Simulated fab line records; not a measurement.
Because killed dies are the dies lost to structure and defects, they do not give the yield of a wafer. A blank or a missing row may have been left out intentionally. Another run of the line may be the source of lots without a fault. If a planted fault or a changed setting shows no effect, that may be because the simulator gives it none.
fab line records	flow n5-finfet
record lots=9	wafers=26	last-day=18
route steps=1938 shown BEOL_M4@1111 BEOL_M7@1307 BEOL_M8@1332 PASSIVATION@1936
lots that met no fault: taken from a fault-free run of the same line
start-h: hours from the record's first day to the start of the lot's first wafer shown	wait-h: how many hours have passed since the lot's step before this one	" the same as in the row above	L1.1+2: several wafers, shown together as one row	- either no value or no given start	* or withheld: withheld	< > ~ a bound
route shown NAME@n: NAME is a module with steps in the file, n the number in the route of the first one	usual: mean/standard deviation of fault-free wafers	same: alike in all rows	chamber/n: place in a boat	sites: the reading at each site	_std_site: their standard deviation	_edge_site: mean of outer sites minus mean of inner sites	radius-mm: how far each site lies from the wafer's centre	mask NAME#n: copy n	behind: the most recent tool/chamber to have shaped the wafer	hold: cause of the lot's hold/its duration in hours/its outcome	device: names the non-switching transistor (n, p or np)	end of line: at the end of the route, the tests of the same wafers	for a step that has no rows: nothing shown but its recipe	killed: not the wafer's yield, but the dies lost to structure and defects at the first sort	map: dies across one wafer; x = killed, . = not, _ = none there
set.NAME: the setting the step ran with; set.NAME@STEP: the setting that earlier step ran with	model.NAME: the simulator's own value behind a step, which no gauge read
a sample of lots followed through the steps of the route, with each step as a table and each wafer as a row
services: a tool's chamber out of use, with start hour (start-h, from the record's first day; less than 0 if before it), hours out, and reason
## steps
# step N5_BEOL_M4_RC_MEAS_101
# usual DIBL_N=36.5/1.9	DIBL_P=36.7/2.1	IOFF_N=0.17/0.035	IOFF_P=0.22/0.042	ION_N=676/10	ION_P=462/8.1	SS_N=71.5/0.72	SS_P=73.4/0.7	VT_N=249/3.1	VT_P=-250/3.9
lot.wafer	tool	chamber	start-h	wait-h	DIBL_N[mV/V]	DIBL_P[mV/V]	IOFF_N[nA/um]	IOFF_P[nA/um]	ION_N[uA/um]	ION_P[uA/um]	SS_N[mV/dec]	SS_P[mV/dec]	VT_N[mV]	VT_P[mV]
L271.1	prober-01	0	163.60	0.0	34.5	32.9	0.12	0.18	675	460	70.9	72.8	253	-251
L271.3	"	0	"	"	34.9	34.7	0.14	0.21	687	476	71.1	73.2	248	-250
L271.5	"	0	"	"	33.1	31.6	0.10	0.16	660	457	70.9	72.6	257	-252
L275.2	prober-02	0	193.82	0.2	38.4	38.6	0.18	0.23	680	461	72.2	74.0	251	-250
L275.4	"	0	"	"	35.4	36.4	0.14	0.21	681	466	71.0	73.9	251	-249
L275.6	"	0	"	"	36.1	35.7	0.14	0.20	662	459	72.2	73.5	252	-251
L277.1	prober-01	0	220.97	0.0	36.9	36.0	0.17	0.23	683	469	70.4	73.1	246	-247
L277.3	"	0	"	"	40.6	39.9	0.23	0.30	687	467	72.6	74.6	245	-242
L277.5	"	0	"	"	38.2	36.8	0.19	0.25	678	463	71.1	74.0	246	-246
L284.2	prober-01	0	255.38	0.2	37.7	38.6	0.19	0.21	680	453	72.7	73.8	245	-252
L284.3	"	0	"	"	36.5	38.0	0.17	0.19	675	456	71.8	73.5	249	-254
L286.1	prober-01	0	263.92	0.0	34.3	33.9	0.13	0.16	660	451	70.9	72.6	253	-254
L286.4	"	0	"	"	35.2	35.4	0.15	0.18	676	456	70.2	73.0	250	-254
L286.6	"	0	"	"	35.1	36.1	0.15	0.18	672	458	71.1	73.4	251	-254
L287.3	prober-01	0	269.23	0.3	36.0	34.8	0.15	0.18	666	454	72.0	72.8	254	-252
L287.4	"	0	"	"	37.1	35.7	0.16	0.19	668	456	72.6	72.5	249	-254
L287.6	"	0	"	"	35.8	34.6	0.14	0.18	657	446	71.6	72.5	253	-252
L288.2	prober-02	0	279.71	0.2	37.5	37.4	0.20	0.29	689	478	72.3	73.8	245	-241
L288.5	"	0	"	"	37.1	37.9	0.20	0.31	698	489	71.0	74.6	245	-242
L288.6	"	0	"	"	35.9	35.3	0.16	0.25	681	477	70.9	74.0	250	-244
L292.2	prober-02	0	316.44	0.2	35.2	34.6	0.12	0.16	662	454	71.2	72.1	253	-255
L292.5	"	0	"	"	36.2	36.1	0.15	0.17	679	458	71.1	73.1	247	-254
L292.6	"	0	"	"	34.5	34.0	0.12	0.15	659	451	71.2	72.1	253	-256
L291.3	prober-01	0	320.83	0.3	34.6	35.7	0.15	0.19	670	457	71.2	73.1	249	-254
L291.5	"	0	"	"	37.0	39.9	0.18	0.25	675	459	71.9	74.6	247	-252
L291.6	"	0	"	"	34.2	35.9	0.14	0.18	670	455	71.0	73.3	249	-256
# step N5_BEOL_M7_STRIP_36
# recipe chemistry=N2/H2	power-w=450	temp-c=40	pressure-mtorr=20	rf-frequency-hz=6e+07	overash-fraction=0.3	bias-power-w=7	h2-frac=0.5	n2-flow-sccm=200	h2-flow-sccm=200
# usual drypump-motor-current-A=5.6/0.55	oes-product-au=0.79/0.086	rf-vpp-V=59.0/1.6	showerhead-plenum-p-Torr=2.54/0.095	temp-c=40.01/0.11	throttle-valve-pct=23.64/0.29
# same overash-fraction=0.3
lot.wafer	tool	chamber	start-h	wait-h	drypump-motor-current-A	oes-product-au	rf-hours-counter-h	rf-vpp-V	showerhead-plenum-p-Torr	temp-c	throttle-valve-pct
L271.1	rie-diel-04	3	191.52	0.0	4.9	0.76	169	60.2	2.62	39.91	23.78
L271.3	"	1	"	"	4.9	0.75	159	55.7	2.64	40.07	24.17
L271.5	"	1	"	"	4.9	0.75	-	63.3	2.64	40.16	24.21
L275.2	rie-diel-05	1	226.51	0.0	5.6	0.82	69	56.0	2.68	39.96	23.60
L275.4	"	3	"	"	6.1	0.86	45	59.4	2.45	39.90	23.26
L275.6	"	3	"	"	6.1	0.86	-	56.9	2.46	39.94	23.30
L277.1	rie-diel-03	3	250.48	0.0	6.3	0.91	27	59.4	2.47	39.95	23.65
L277.3	"	1	"	"	6.1	0.71	186	61.4	2.52	40.12	23.88
L277.5	"	1	"	"	6.0	0.69	-	61.8	2.52	40.09	23.85
L284.2	rie-diel-04	2	286.44	0.0	5.1	0.69	221	59.7	2.39	39.96	23.43
L284.3	"	1	"	"	4.9	0.72	187	59.0	2.62	40.10	24.21
L286.1	rie-diel-05	3	293.35	0.0	6.2	0.84	64	57.9	2.45	40.18	23.32
L286.4	"	2	"	"	5.0	0.89	45	59.6	2.68	39.97	23.72
L286.6	"	3	"	"	6.1	0.84	-	60.5	2.45	40.10	23.30
L287.3	rie-diel-04	1	299.68	0.0	5.0	0.72	190	60.9	2.62	40.15	24.23
L287.4	"	3	"	"	4.9	0.74	199	58.1	2.61	39.99	23.81
L287.6	"	0	"	"	5.3	0.71	-	59.0	2.53	39.97	23.44
L288.2	rie-diel-03	2	306.90	0.0	6.1	0.91	21	55.9	2.59	39.80	23.12
L288.5	"	3	"	"	6.3	0.89	-	57.1	2.46	40.20	23.64
L288.6	"	2	"	"	6.1	0.92	-	62.2	2.59	40.00	23.11
L292.2	rie-diel-05	1	347.22	0.0	5.6	0.80	103	59.6	2.66	40.00	23.68
L292.5	"	1	"	"	5.6	0.79	-	60.2	2.66	40.00	23.66
L292.6	"	2	"	"	5.0	0.87	-	60.9	2.67	39.79	23.72
L291.3	rie-diel-03	2	347.27	0.0	6.1	0.88	35	58.4	2.58	39.99	23.14
L291.5	"	2	"	"	6.1	0.89	-	59.8	2.58	39.91	23.15
L291.6	"	1	"	"	6.1	0.67	-	56.8	2.51	40.19	23.89
# step N5_BEOL_M7_ANNEAL_51
# recipe temp-c=225	time-s=90	ambient=N2
# usual wafer_temp_C_max=225.94/0.28
lot.wafer	tool	chamber	start-h	wait-h	wafer_temp_C_max
L271.1	rtp-anneal-01	0	197.82	0.1	225.92
L271.3	"	0	"	"	225.84
L271.5	"	0	"	"	225.67
L275.2	rtp-anneal-02	0	230.23	0.7	226.12
L275.4	"	0	"	"	225.71
L275.6	"	0	"	"	225.77
L277.1	rtp-anneal-02	0	252.55	0.4	225.45
L277.3	"	0	"	"	225.76
L277.5	"	0	"	"	225.91
L284.2	rtp-anneal-01	0	292.76	0.1	226.62
L284.3	"	0	"	"	226.28
L286.1	rtp-anneal-01	0	295.83	0.2	226.18
L286.4	"	0	"	"	225.96
L286.6	"	0	"	"	226.39
L287.3	rtp-anneal-02	0	301.57	0.1	225.71
L287.4	"	0	"	"	225.68
L287.6	"	0	"	"	225.62
L288.2	rtp-anneal-01	0	308.96	0.1	226.17
L288.5	"	0	"	"	226.04
L288.6	"	0	"	"	225.94
L292.2	rtp-anneal-01	0	349.87	0.1	225.79
L292.5	"	0	"	"	226.13
L292.6	"	0	"	"	226.14
L291.3	rtp-anneal-01	0	350.19	0.1	225.56
L291.5	"	0	"	"	225.73
L291.6	"	0	"	"	226.48
# step N5_BEOL_M8_ILD_DEP_00
# recipe material=SiCOH_lowk	target-thk-a=1797.5	temp-c=300	precursor=DEMS/porogen	pressure-torr=5	rf-w=500	time-s=33.4
# usual chamber-pressure-Torr=5.000/0.011	heater-power-outer-w=138/22	heater-power-w=296/31	showerhead-plenum-p-Torr=5.743/0.015	throttle-valve-pct=13.7/0.69
lot.wafer	tool	chamber	start-h	wait-h	chamber-pressure-Torr	heater-power-outer-w	heater-power-w	showerhead-plenum-p-Torr	throttle-valve-pct
L271.1	pecvd-03	2	198.62	0.0	5.004	147	308	5.759	12.7
L271.3	"	0	"	"	4.995	146	307	5.737	14.1
L271.5	"	1	"	"	4.984	106	255	5.751	13.3
L275.2	pecvd-02	1	230.98	0.0	4.996	146	293	5.726	13.3
L275.4	"	2	"	"	5.008	126	292	5.743	13.0
L275.6	"	0	"	"	4.994	125	274	5.719	13.5
L277.1	pecvd-03	2	253.33	0.0	4.997	146	307	5.757	13.1
L277.3	"	1	"	"	5.008	129	278	5.753	13.3
L277.5	"	1	"	"	4.998	138	281	5.773	13.3
L284.2	pecvd-03	1	293.51	0.0	4.993	97	234	5.754	13.5
L284.3	"	2	"	"	4.973	130	292	5.752	12.9
L286.1	pecvd-03	1	296.61	0.0	5.002	132	290	5.762	13.1
L286.4	"	1	"	"	4.999	136	287	5.770	13.1
L286.6	"	2	"	"	5.007	152	317	5.757	13.2
L287.3	pecvd-03	0	302.26	0.0	4.988	158	320	5.731	14.5
L287.4	"	1	"	"	4.994	91	225	5.765	13.1
L287.6	"	0	"	"	5.008	101	250	5.727	14.2
L288.2	pecvd-01	0	309.73	0.0	5.013	187	362	5.750	14.3
L288.5	"	1	"	"	4.986	134	292	5.743	15.0
L288.6	"	0	"	"	5.000	188	372	5.754	14.1
L292.2	pecvd-01	1	350.61	0.0	5.011	110	252	5.743	14.8
L292.5	"	2	"	"	5.004	150	310	5.739	13.6
L292.6	"	1	"	"	5.012	113	259	5.744	14.7
L291.3	pecvd-01	1	350.89	0.0	4.978	147	301	5.741	15.1
L291.5	"	0	"	"	5.002	162	331	5.752	14.2
L291.6	"	1	"	"	4.995	147	307	5.729	15.0
# step N5_BEOL_M8_THK_MEAS_01
# recipe reads=SiCOH_lowk_of_BEOL_M8_ILD_DEP_00
# usual M8_ILD_THK=154.8/1.8
lot.wafer	tool	chamber	start-h	wait-h	M8_ILD_THK[nm]
L271.1	film-metro-01	-	199.21	0.4	154.9
L271.3	"	-	"	"	153.6
L271.5	"	-	"	"	154.5
L275.2	film-metro-01	-	232.14	0.4	155.0
L275.4	"	-	"	"	154.5
L275.6	"	-	"	"	156.1
L277.1	film-metro-02	-	254.40	0.8	149.9
L277.3	"	-	"	"	151.7
L277.5	"	-	"	"	153.7
L284.2	film-metro-01	-	295.20	0.7	149.8
L284.3	"	-	"	"	93.1
L286.1	film-metro-01	-	297.20	0.4	152.8
L286.4	"	-	"	"	96.2
L286.6	"	-	"	"	156.9
L287.3	film-metro-02	-	302.84	0.3	92.4
L287.4	"	-	"	"	92.4
L287.6	"	-	"	"	155.2
L288.2	film-metro-01	-	311.05	0.7	152.5
L288.5	"	-	"	"	155.7
L288.6	"	-	"	"	156.9
L292.2	film-metro-01	-	351.18	0.4	155.9
L292.5	"	-	"	"	157.2
L292.6	"	-	"	"	156.8
L291.3	film-metro-01	-	351.47	0.3	154.2
L291.5	"	-	"	"	155.8
L291.6	"	-	"	"	155.3
# step N5_BEOL_M8_PECVD_70
# recipe material=SiO2	target-thk-a=200	temp-c=400	precursor=TEOS/O2	pressure-torr=5.5	rf-w=450	teos-flow-sccm=53.8	gas=O2	flow-sccm=3000	time-s=22.7
# usual chamber-pressure-Torr=5.498/0.012	heater-power-outer-w=412/41	heater-power-w=690/53	showerhead-plenum-p-Torr=8.79/0.05	throttle-valve-pct=22.1/1.1
lot.wafer	tool	chamber	start-h	wait-h	chamber-pressure-Torr	heater-power-outer-w	heater-power-w	showerhead-plenum-p-Torr	throttle-valve-pct
L271.1	pecvd-01	1	199.24	0.0	5.492	424	709	8.77	24.3
L271.3	"	0	"	"	5.502	519	841	8.83	22.7
L271.5	"	2	"	"	5.512	444	762	8.82	23.8
L275.2	pecvd-01	0	232.17	0.0	5.502	459	761	8.85	22.7
L275.4	"	2	"	"	5.490	433	701	8.79	21.2
L275.6	"	0	"	"	5.490	459	769	8.88	22.5
L277.1	pecvd-01	0	254.44	0.0	5.484	428	732	8.83	22.8
L277.3	"	1	"	"	5.499	406	672	8.75	24.5
L277.5	"	2	"	"	5.474	369	635	8.80	21.3
L284.2	pecvd-03	1	295.23	0.0	5.514	403	681	8.90	21.6
L284.3	"	0	"	"	5.497	415	708	8.73	23.1
L286.1	pecvd-02	2	297.24	0.0	5.526	423	726	8.79	21.0
L286.4	"	2	"	"	5.492	432	710	8.78	20.9
L286.6	"	0	"	"	5.511	441	732	8.72	21.8
L287.3	pecvd-03	2	302.88	0.0	5.484	398	693	8.83	21.0
L287.4	"	1	"	"	5.526	395	664	8.88	21.5
L287.6	"	2	"	"	5.503	414	712	8.81	21.0
L288.2	pecvd-02	0	311.08	0.0	5.516	395	663	8.74	21.9
L288.5	"	1	"	"	5.499	492	750	8.72	21.6
L288.6	"	0	"	"	5.510	389	672	8.73	21.7
L292.2	pecvd-02	2	351.22	0.0	5.513	412	694	8.78	21.2
L292.5	"	1	"	"	5.491	421	663	8.70	21.3
L292.6	"	0	"	"	5.512	414	712	8.72	22.2
L291.3	pecvd-01	1	351.50	0.0	5.498	435	712	8.78	24.2
L291.5	"	1	"	"	5.496	442	711	8.75	24.5
L291.6	"	0	"	"	5.496	448	754	8.85	23.0
# step N5_PASSIVATION_PROBE_49
# usual defect-limited-yield=91.4/1.5	killed_at_M0_to_M3=35/12	killed_at_M4_up=13/5.8	killed-at-contacts=12/5.5	killed-at-front-end=36/9.9	killed-at-other=4/3.7	killed-dies=101/18	killed-on-rim=13/4.1	killed-open=66/13	killed-short=33/8	sort_bin_5_function=5.0/1	sort_bin_6_memory=3.2/0.67	sort-n-pass=1079/18	sort-yield-pct=91.4/1.5
# same gross-dies=1180	killed-at-back-side=0	sort_bin_4_leakage[%]=0	sort_bin_8_speed[%]=0
lot.wafer	tool	chamber	start-h	wait-h	defect-limited-yield[%]	killed_at_M0_to_M3	killed_at_M4_up	killed-at-contacts	killed-at-front-end	killed-at-other	killed-dies	killed-on-rim	killed-open	killed-short	sort_bin_5_function[%]	sort_bin_6_memory[%]	sort-n-pass	sort-yield-pct[%]
L271.1	prober-01	-	270.78	0.0	93.0	27	14	14	27	1	83	13	62	21	4.2	2.8	1097	93.0
L271.3	prober-01	-	270.88	0.1	92.2	31	17	11	28	5	92	17	68	24	4.0	3.5	1088	92.2
L271.5	prober-01	-	270.98	0.2	93.2	26	13	9	32	0	80	12	42	38	4.2	2.4	1100	93.2
L275.2	prober-02	-	308.15	0.1	93.6	26	8	7	32	2	75	14	45	29	4.0	2.1	1105	93.6
L275.4	prober-02	-	308.25	0.2	91.9	34	12	7	41	1	95	12	53	41	4.7	2.8	1085	91.9
L275.6	prober-02	-	308.35	0.3	91.6	29	15	14	36	5	99	13	61	36	5.0	3.1	1081	91.6
L286.1	prober-02	-	371.57	0.0	92.6	49	9	1	22	6	87	16	60	25	4.2	2.7	1093	92.6
L286.4	prober-02	-	371.72	0.2	84.7	62	88	9	18	4	181	39	75	32	5.5	3.3	999	84.7
L286.6	prober-02	-	371.82	0.3	92.1	49	7	9	22	6	93	12	64	29	4.1	3.6	1087	92.1
L284.2	prober-02	-	372.15	0.1	92.7	30	11	9	36	0	86	12	64	19	3.5	3.4	1094	92.7
L284.3	prober-02	-	372.20	0.1	69.7	32	264	10	44	7	357	92	66	34	3.9	4.7	823	69.7
L287.3	prober-02	-	377.18	0.1	60.4	38	382	14	21	12	467	106	58	32	4.3	3.2	713	60.4
L287.4	prober-02	-	377.23	0.2	46.4	39	546	7	30	11	633	64	60	31	4.6	2.9	547	46.4
L287.6	prober-02	-	377.33	0.3	91.3	21	13	18	36	15	103	11	64	39	4.3	4.1	1077	91.3
L288.2	prober-01	-	380.66	0.1	89.7	52	11	11	41	6	121	14	79	40	5.8	4.0	1059	89.7
L288.5	prober-01	-	380.81	0.2	89.9	50	17	18	27	7	119	18	85	33	6.3	3.7	1061	89.9
L288.6	prober-01	-	380.86	0.3	87.7	60	17	34	26	8	145	16	88	53	7.1	4.7	1035	87.7
L292.2	prober-01	-	417.78	0.1	93.9	24	11	5	25	7	72	11	54	18	3.1	2.7	1108	93.9
L292.5	prober-01	-	417.93	0.2	93.5	29	17	8	22	1	77	7	55	21	3.8	2.7	1103	93.5
L292.6	prober-01	-	417.98	0.3	90.3	48	17	7	37	6	115	17	78	31	6.2	2.7	1065	90.3
L291.3	prober-02	-	429.58	0.1	93.4	25	12	8	32	1	78	13	43	32	3.5	3.1	1102	93.4
L291.5	prober-02	-	429.68	0.2	93.2	20	7	10	36	7	80	14	52	26	3.9	2.9	1100	93.2
L291.6	prober-02	-	429.73	0.3	91.4	38	13	11	39	1	102	9	67	34	4.4	3.7	1078	91.4
# killed by level:class
L271.1 MOL_CONTACT_COAG:geometric-particle:open=13 GATE_CUT:geometric-particle:open=7 BEOL_M4:geometric-particle:open=7 STI_FIN_REVEAL:geometric-particle:open=6 BEOL_M3:geometric-particle:open=6 FIN_SAQP:geometric-particle:short=4 BEOL_M0_SAQP:geometric-particle:short=4 BEOL_M0_SAQP:geometric-particle:open=4
L271.3 BEOL_M0_SAQP:geometric-particle:open=11 MOL_CONTACT_COAG:geometric-particle:open=9 BEOL_M4:geometric-particle:open=8 BEOL_M3:geometric-particle:open=6 FIN_SAQP:geometric-particle:open=5 BEOL_M1:geometric-particle:open=5 STARTING-WAFER:geometric-particle:open=5 FIN_SAQP:geometric-particle:short=4
L271.5 GATE_CUT:geometric-particle:short=8 STI_FIN_REVEAL:geometric-particle:open=7 MOL_CONTACT_COAG:geometric-particle:open=7 BEOL_M0_SAQP:geometric-particle:short=7 BEOL_M4:geometric-particle:open=7 FIN_SAQP:geometric-particle:short=6 BEOL_M0_SAQP:geometric-particle:open=6 BEOL_M0:geometric-particle:open=5
L275.2 GATE_CUT:geometric-particle:short=7 BEOL_M0_SAQP:geometric-particle:open=7 BEOL_M0_SAQP:geometric-particle:short=6 STARTING-WAFER:geometric-particle:short=6 STI_FIN_REVEAL:geometric-particle:open=4 MOL_CONTACT_COAG:geometric-particle:open=4 BEOL_M2:geometric-particle:open=4 BEOL_M3:geometric-particle:open=4
L275.4 FIN_SAQP:geometric-particle:short=11 BEOL_M3:geometric-particle:open=9 BEOL_M0_SAQP:geometric-particle:open=7 STARTING-WAFER:geometric-particle:short=6 BEOL_M0_SAQP:geometric-particle:short=5 FIN_SAQP:geometric-particle:open=4 MOL_CONTACT_COAG:geometric-particle:open=4 BEOL_M2:geometric-particle:open=4
L275.6 MOL_CONTACT_COAG:geometric-particle:open=11 GATE_CUT:geometric-particle:short=9 BEOL_M0_SAQP:geometric-particle:short=8 FIN_SAQP:geometric-particle:open=7 FIN_SAQP:geometric-particle:short=6 STI_FIN_REVEAL:geometric-particle:open=6 BEOL_M2:geometric-particle:open=6 BEOL_M1:geometric-particle:open=4
L286.1 BEOL_M0_SAQP:geometric-particle:open=13 BEOL_M1:geometric-particle:open=9 BEOL_M3:geometric-particle:open=8 DUMMY_GATE:geometric-particle:open=6 BEOL_M0_SAQP:geometric-particle:short=6 BEOL_M2:geometric-particle:short=4 BEOL_M2:geometric-particle:open=4 FIN_SAQP:geometric-particle:short=3
L286.4 BEOL_M8:area-dep=72 BEOL_M0_SAQP:geometric-particle:short=15 BEOL_M0_SAQP:geometric-particle:open=13 BEOL_M0:geometric-particle:open=9 BEOL_M3:geometric-particle:open=8 BEOL_M4:geometric-particle:open=8 MOL_CONTACT_COAG:geometric-particle:open=7 BEOL_M2:geometric-particle:open=7
L286.6 BEOL_M0_SAQP:geometric-particle:open=10 BEOL_M0_SAQP:geometric-particle:short=9 BEOL_M1:geometric-particle:open=9 BEOL_M2:geometric-particle:open=8 FIN_SAQP:geometric-particle:open=7 MOL_CONTACT_COAG:geometric-particle:open=7 BEOL_M1:geometric-particle:short=6 BEOL_M3:geometric-particle:open=6
L284.2 BEOL_M2:geometric-particle:open=9 FIN_SAQP:geometric-particle:open=6 MOL_CONTACT_COAG:geometric-particle:open=6 BEOL_M1:geometric-particle:open=6 STI_FIN_REVEAL:geometric-particle:open=5 DUMMY_GATE:geometric-particle:open=5 BEOL_M0:geometric-particle:open=5 GATE_CUT:geometric-particle:open=4
L284.3 BEOL_M8:area-dep=253 MOL_CONTACT_COAG:geometric-particle:open=9 FIN_SAQP:geometric-particle:open=9 FIN_SAQP:geometric-particle:short=6 BEOL_M0_SAQP:geometric-particle:open=6 BEOL_M1:geometric-particle:open=6 BEOL_M2:geometric-particle:open=6 ILD0:geometric-particle:short=5
L287.3 BEOL_M8:area-dep=375 MOL_CONTACT_COAG:geometric-particle:open=11 BEOL_M0_SAQP:geometric-particle:short=9 FIN_SAQP:geometric-particle:short=5 BEOL_M0_SAQP:geometric-particle:open=5 BEOL_M0:geometric-particle:open=5 BEOL_M1:geometric-particle:open=5 BEOL_M2:geometric-particle:open=5
L287.4 BEOL_M8:area-dep=538 BEOL_M3:geometric-particle:open=12 FIN_SAQP:geometric-particle:open=8 FIN_SAQP:geometric-particle:short=7 BEOL_M2:geometric-particle:open=7 MOL_CONTACT_COAG:geometric-particle:open=6 BEOL_M1:geometric-particle:open=5 GATE_CUT:geometric-particle:short=5
L287.6 MOL_CONTACT_COAG:geometric-particle:open=17 FIN_SAQP:geometric-particle:short=11 FIN_SAQP:geometric-particle:open=8 BEOL_M0_SAQP:geometric-particle:short=6 BEOL_M3:geometric-particle:open=6 BEOL_M4:geometric-particle:open=5 MIM_BOT:geometric-particle:short=5 DUMMY_GATE:geometric-particle:open=4
L288.2 BEOL_M3:geometric-particle:open=12 STI_FIN_REVEAL:geometric-particle:open=10 BEOL_M0_SAQP:geometric-particle:open=10 DUMMY_GATE:geometric-particle:open=9 MOL_CONTACT_COAG:geometric-particle:open=8 BEOL_M0_SAQP:geometric-particle:short=8 BEOL_M8:geometric-particle:open=7 BEOL_M2:geometric-particle:open=7
L288.5 MOL_CONTACT_COAG:geometric-particle:open=16 BEOL_M2:geometric-particle:open=13 BEOL_M0_SAQP:geometric-particle:open=12 FIN_SAQP:geometric-particle:open=8 BEOL_M4:geometric-particle:open=8 BEOL_M3:geometric-particle:open=7 BEOL_M1:geometric-particle:short=5 BEOL_M0_SAQP:geometric-particle:short=4
L288.6 MOL_CONTACT_COAG:geometric-particle:open=26 BEOL_M1:geometric-particle:short=14 BEOL_M2:geometric-particle:open=10 GATE_CUT:geometric-particle:short=10 BEOL_M0_SAQP:geometric-particle:open=9 BEOL_M4:geometric-particle:open=9 MOL_CONTACT_COAG:geometric-particle:short=7 BEOL_M0_SAQP:geometric-particle:short=7
L292.2 BEOL_M0:geometric-particle:open=7 BEOL_M4:geometric-particle:open=7 FIN_SAQP:geometric-particle:open=6 STI_FIN_REVEAL:geometric-particle:open=5 BEOL_M0_SAQP:geometric-particle:short=4 BEOL_M1:geometric-particle:open=4 PASS1_CAP:geometric-particle:short=4 STARTING-WAFER:geometric-particle:open=4
L292.5 BEOL_M1:geometric-particle:open=10 BEOL_M3:geometric-particle:open=7 FIN_SAQP:geometric-particle:open=5 MOL_CONTACT_COAG:geometric-particle:open=5 FIN_SAQP:geometric-particle:short=4 BEOL_M4:geometric-particle:open=4 STARTING-WAFER:geometric-particle:open=4 STI_FIN_REVEAL:geometric-particle:open=3
L292.6 FIN_SAQP:geometric-particle:open=13 BEOL_M0_SAQP:geometric-particle:short=13 BEOL_M1:geometric-particle:open=12 BEOL_M4:geometric-particle:open=12 BEOL_M3:geometric-particle:open=7 MOL_CONTACT_COAG:geometric-particle:open=6 BEOL_M0_SAQP:geometric-particle:open=6 FIN_SAQP:geometric-particle:short=5
L291.3 MOL_CONTACT_COAG:geometric-particle:open=8 STI_FIN_REVEAL:geometric-particle:open=6 FIN_SAQP:geometric-particle:short=5 BEOL_M0_SAQP:geometric-particle:short=5 BEOL_M0_SAQP:geometric-particle:open=5 FIN_SAQP:geometric-particle:open=4 STI_FIN_REVEAL:geometric-particle:short=3 ILD0:geometric-particle:short=3
L291.5 FIN_SAQP:geometric-particle:open=14 BEOL_M0_SAQP:geometric-particle:open=8 MOL_CONTACT_COAG:geometric-particle:open=7 STARTING-WAFER:geometric-particle:open=6 BEOL_M0_SAQP:geometric-particle:short=5 FIN_SAQP:geometric-particle:short=4 STI_FIN_REVEAL:geometric-particle:open=4 MOL_CONTACT_COAG:geometric-particle:short=3
L291.6 BEOL_M0_SAQP:geometric-particle:short=16 STI_FIN_REVEAL:geometric-particle:open=10 FIN_SAQP:geometric-particle:open=9 BEOL_M0_SAQP:geometric-particle:open=9 FIN_SAQP:geometric-particle:short=8 MOL_CONTACT_COAG:geometric-particle:open=8 BEOL_M4:geometric-particle:open=6 DUMMY_GATE:geometric-particle:open=4
## services
tool	chamber	start-h	hours	kind
rie-diel-04	-	174.46	15.6	pm
pecvd-03	0	179.48	4.6	scheduled-down
rie-diel-05	2	179.59	5.7	repair
rie-diel-05	1	184.83	6.6	repair
rie-diel-05	-	187.41	14.6	pm
rie-diel-03	0	196.77	6.4	repair
pecvd-03	-	199.47	0.3	repair
rie-diel-04	3	200.90	12.8	repair
pecvd-01	2	202.38	-	clean
pecvd-01	2	202.38	-	consumable-replace:showerhead
pecvd-01	2	202.38	29.0	scheduled-down
pecvd-01	2	202.38	29.0	vent-cycle
rie-diel-04	2	216.19	9.9	repair
rie-diel-05	3	251.62	3.5	repair
rie-diel-03	-	253.91	0.7	repair
pecvd-03	-	270.84	0.9	repair
pecvd-03	2	277.64	2.1	scheduled-down
pecvd-02	1	295.21	5.2	repair
rie-diel-04	3	309.13	11.7	repair
pecvd-03	2	326.21	5.5	scheduled-down
rie-diel-04	1	326.22	4.5	repair
pecvd-01	2	328.77	2.1	scheduled-down
pecvd-01	1	338.48	5.5	scheduled-down
pecvd-02	2	342.80	2.1	scheduled-down
## key
first-sign step=N5_BEOL_M8_THK_MEAS_01	reading=M8_ILD_THK	direction=down	sigmas=34	usual=154.8	struck=93.5
effect step=N5_PASSIVATION_PROBE_49	reading=killed_at_M4_up	direction=up	sigmas=53	usual=13	struck=320
more-kills-born-at N5_BEOL_M8_ILD_DEP_00@pecvd-03=1238
met-at N5_BEOL_M8_ILD_DEP_00
struck-lots L284,L286,L287
struck-wafers L284.3,L286.4,L287.3,L287.4
not-acting-at N5_BEOL_M7_STRIP_36,N5_BEOL_M7_ANNEAL_51,N5_BEOL_M8_PECVD_70
onset-between 253.33 293.51
fault kind=process-parameter-drift	tool=pecvd-03	chamber=-	onset-h=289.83	steps=N5_BEOL_M8_ILD_DEP_00	channel=time-s	offset=*	shape=step	end-h=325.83	scope=struck-wafers-only	acts-in=*	stated=*
